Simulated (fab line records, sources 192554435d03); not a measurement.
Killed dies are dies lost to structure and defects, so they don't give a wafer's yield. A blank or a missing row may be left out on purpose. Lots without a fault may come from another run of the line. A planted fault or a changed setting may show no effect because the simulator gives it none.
Which tool did it? | flow n5_finfet | 12 lots, 36 wafers sampled, at 6 steps of a route of 1938

WHAT THE GAUGES READ, wafer by wafer
N5_BEOL_M5_OVL_MEAS_29.
lot  | measured     | on         | V4_OVL (nm)
L075 | day 10 00:22 | overlay-02 | 0.8 -1.1 -1.7
L077 | day 10 08:32 | overlay-01 | -0.2 -1.0 -0.9
L079 | day 10 22:32 | overlay-02 | 0.5 -0.3 -0.4
L081 | day 11 06:44 | overlay-01 | -0.2 -0.5 0.0
L085 | day 11 16:11 | overlay-02 | -0.7 -1.2 -0.5
L084 | day 12 13:19 | overlay-02 | 0.0 -0.8 -0.7
L086 | day 12 17:21 | overlay-02 | -0.6 -0.4 -0.7
L088 | day 13 07:52 | overlay-01 | -0.7 0.4 -0.4
L091 | day 14 02:38 | overlay-01 | 0.3 0.7 1.1
L094 | day 14 12:03 | overlay-02 | -1.1 -1.0 -0.1
L095 | day 14 17:14 | overlay-01 | -0.5 0.0 -0.1
L097 | day 15 14:10 | overlay-02 | 0.4 0.1 -0.7

WHICH TOOL RAN EACH LOT (tool, then ch and the chambers of the sampled wafers, then the start)
lot  | N5_BEOL_M4_SPUTTER_88        | N5_BEOL_M4_ANNEAL_91         | N5_BEOL_M4_ANNEAL_93         | N5_BEOL_M4_SPUTTER_96        | N5_BEOL_M5_HM_DEP_02
L075 | pvd_sputter-03, day 9 14:59  | pvd_sputter-03, day 9 15:17  | pvd_sputter-03, day 9 15:31  | pvd_sputter-03, day 9 15:52  | pvd_sputter-03, day 9 20:01
L077 | pvd_sputter-02, day 9 23:21  | pvd_sputter-02, day 9 23:39  | pvd_sputter-02, day 9 23:52  | pvd_sputter-02, day 10 00:14 | pvd_sputter-02, day 10 05:23
L079 | pvd_sputter-03, day 10 14:07 | pvd_sputter-03, day 10 14:25 | pvd_sputter-03, day 10 14:38 | pvd_sputter-03, day 10 15:00 | pvd_sputter-01, day 10 19:47
L081 | pvd_sputter-02, day 11 01:02 | pvd_sputter-02, day 11 01:20 | pvd_sputter-02, day 11 01:34 | pvd_sputter-02, day 11 01:55 | pvd_sputter-03, day 11 04:55
L085 | pvd_sputter-03, day 11 09:55 | pvd_sputter-03, day 11 10:13 | pvd_sputter-03, day 11 10:26 | pvd_sputter-03, day 11 10:48 | pvd_sputter-01, day 11 14:10
L084 | pvd_sputter-02, day 12 07:30 | pvd_sputter-02, day 12 07:50 | pvd_sputter-02, day 12 08:05 | pvd_sputter-02, day 12 08:29 | pvd_sputter-01, day 12 11:58
L086 | pvd_sputter-03, day 12 08:54 | pvd_sputter-03, day 12 09:12 | pvd_sputter-03, day 12 09:25 | pvd_sputter-03, day 12 09:47 | pvd_sputter-01, day 12 12:38
L088 | pvd_sputter-02, day 13 01:38 | pvd_sputter-02, day 13 01:56 | pvd_sputter-02, day 13 02:09 | pvd_sputter-02, day 13 02:31 | pvd_sputter-02, day 13 06:25
L091 | pvd_sputter-01, day 13 17:26 | pvd_sputter-01, day 13 17:44 | pvd_sputter-01, day 13 17:57 | pvd_sputter-01, day 13 18:19 | pvd_sputter-01, day 13 22:50
L094 | pvd_sputter-01, day 14 01:26 | pvd_sputter-01, day 14 01:44 | pvd_sputter-01, day 14 01:58 | pvd_sputter-01, day 14 02:19 | pvd_sputter-01, day 14 09:01
L095 | pvd_sputter-01, day 14 07:39 | pvd_sputter-01, day 14 07:57 | pvd_sputter-01, day 14 08:10 | pvd_sputter-01, day 14 08:32 | pvd_sputter-01, day 14 12:33
L097 | pvd_sputter-01, day 15 04:50 | pvd_sputter-01, day 15 05:08 | pvd_sputter-01, day 15 05:22 | pvd_sputter-01, day 15 05:43 | pvd_sputter-02, day 15 10:47
- N5_BEOL_M4_SPUTTER_88: material Cu, target thk 4.5 nm, time 8.29 s.
- N5_BEOL_M4_ANNEAL_91: time 240 s.
- N5_BEOL_M4_ANNEAL_93: time 240 s.
- N5_BEOL_M4_SPUTTER_96: material Cu, target thk 4.5 nm, time 8.29 s.
- N5_BEOL_M5_HM_DEP_02: deposits TiN, target thk 20 nm.

THE ANSWER, worked out from the rows above alone
Rule: what is usual is taken from the lots themselves. Put in order of their means at a reading, lots are off if they are a third of the lots or fewer, leave a main group of 4 or more, and stand apart from it by a gap of 3 or more times the standard deviation of the main group's means; of several such gaps the widest counts. A main group whose means are all the same, to the digits that the tables above print for the reading, isn't used. A lot without any number at a reading at which 4 lots or more have one is off too. The other lots that the step has rows for count as sound.
No lot is off at any reading shown: from this, nothing can be told.

WHAT THE SIMULATOR HAD PUT IN
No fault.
